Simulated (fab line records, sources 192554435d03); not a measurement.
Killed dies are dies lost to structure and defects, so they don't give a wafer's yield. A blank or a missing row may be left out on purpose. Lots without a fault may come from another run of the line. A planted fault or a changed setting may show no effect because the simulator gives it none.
A struck lot beside a sound one | flow n5_finfet | 21 steps out of a route of 1938
Sound: wafers L195.1, L195.5, L195.6. Struck: wafers L196.2, L196.4, L196.5. The cause comes at the end.
At each step with rows: each side's tool, then ch and its chambers, then its first start. Under that, the readings that differ: sound wafers | struck wafers | difference of the means | sigmas: that difference in standard deviations of wafers without a fault.
alike: readings whose means differ by less than 2 such deviations, and words and numbers that are the same on both sides. not compared: withheld readings, readings that some wafer has no value for, bounds like >300 that may hide the same value, and numbers for which the record gives no deviation and whose values overlap.
The two part at a step that has a row with sigmas, a row that says differs or no value, or rows on one side only. Numbers that don't overlap but have no deviation are shown without sigmas and don't part them. A reading that every wafer of one side lacks parts them only if that side has two wafers or more.

first, 9 steps without rows for these wafers: N5_BEOL_M3_PRE_CLEAN_60 (time 15 s); N5_BEOL_M3_CO_CAP_55 (material Co, precursor CCTBA/H2, target thk 2 nm, time 102.1 s); N5_BEOL_M3_PRE_CLEAN_56 (time 15 s); N5_BEOL_M3_DEP_57 (deposits SiCN from 3MS/NH3, target thk 8 nm, time 14 s); N5_BEOL_M4_ILD_DEP_00 (deposits SiOC from DEMS/O2, target thk 79 nm, time 15.3 s); N5_BEOL_M4_PECVD_72 (deposits SiO2 from TEOS/O2, target thk 16 nm, time 18 s); N5_BEOL_M4_HM_DEP_02 (deposits TiN, target thk 20 nm); N5_BEOL_M4_COAT_61 (time 60 s, resist thk 60 nm); N5_BEOL_M4_COAT_62 (time 60 s, resist thk 12 nm).
N5_BEOL_M4_COAT_73: time 60 s, resist thk 5 nm.
  sound on litho_track-02 ch 0, day 8 20:44; struck on litho_track-02 ch 0, day 9 04:30
  reading              | sound                | struck               | difference | sigmas
  spin_speed_rpm (rpm) | 1502.8 1501.1 1500.1 | 1359.0 1356.5 1357.7 | -143.6     | -99 or more
  alike: chill_plate_temp_C
then, 7 steps without rows for these wafers: N5_BEOL_M4_COAT_05 (resist thk 30 nm); N5_BEOL_M4_EBR_07; N5_BEOL_M4_SOFTBAKE_06 (time 60 s); N5_BEOL_M4_EXPOSE_08 (exposes mask M4); N5_BEOL_M4_PEB_09 (peb time 60 s); N5_BEOL_M4_DEVELOP_10 (develop time 30 s); N5_BEOL_M4_DESCUM_16 (chemistry O2, time 7 s).
N5_BEOL_M4_ETCH_74: etches underlayer in N2/H2, target depth 6.5 nm, time 5.2 s.
  sound on rie_diel-05 ch 1,2, day 8 21:17; struck on rie_diel-01 ch 0,2,3, day 9 05:02
  reading                                      | sound             | struck            | difference | sigmas
  etch_rf_on_time_s (s)                        | 5.01 5.05 5.29    | 5.47 5.65 5.54    | +0.44      | +3
  model.CAR-EUV_of_BEOL_M4_COAT_05.thk_nm (nm) | 20.4 20.2 20.4    | 20 20 20          | +0         |
  model.etch.depth_nm (nm)                     | 4.959 4.981 4.969 | 5.253 5.243 5.257 | +0.281     |
  alike: drypump_motor_current_A, oes_product_au, rf_vpp_V, showerhead_plenum_p_Torr, throttle_valve_pct
  not compared: rf_hours_counter_h
N5_BEOL_M4_ETCH_63: etches SiARC in CF4, target depth 15.6 nm, time 26 s.
  sound on rie_diel-05 ch 1,2, day 8 21:17; struck on rie_diel-01 ch 0,2,3, day 9 05:04
  reading                                      | sound        | struck         | difference | sigmas
  model.CAR-EUV_of_BEOL_M4_COAT_05.thk_nm (nm) | 11.2 11 11.2 | 10.8 10.8 10.8 | -0.3       |
  alike: drypump_motor_current_A, etch_rf_on_time_s, oes_product_au, rf_vpp_V, showerhead_plenum_p_Torr, throttle_valve_pct
  not compared: rf_hours_counter_h
then, 1 step without rows for these wafers: N5_BEOL_M4_ETCH_64 (etches SOC in N2/H2, target depth 75 nm, overetch 22.5 nm, time 121.9 s).
N5_BEOL_M4_RC_MEAS_101:
  sound on prober-01 ch 0, day 9 05:26; struck on prober-01 ch 0, day 9 16:50
  alike: DIBL_N, DIBL_P, IOFF_N, IOFF_P, ION_N, ION_P, SS_N, SS_P, VT_N, VT_P

WHERE THEY PART
First at N5_BEOL_M4_COAT_73; last, within this record, at N5_BEOL_M4_ETCH_74. Later steps at which nothing parts them and some readings are alike: N5_BEOL_M4_ETCH_63, N5_BEOL_M4_RC_MEAS_101.

WHY: what the simulator had put in
Process parameter drift: litho_track-02, from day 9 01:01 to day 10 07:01, at N5_BEOL_M4_COAT_73. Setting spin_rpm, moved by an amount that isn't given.
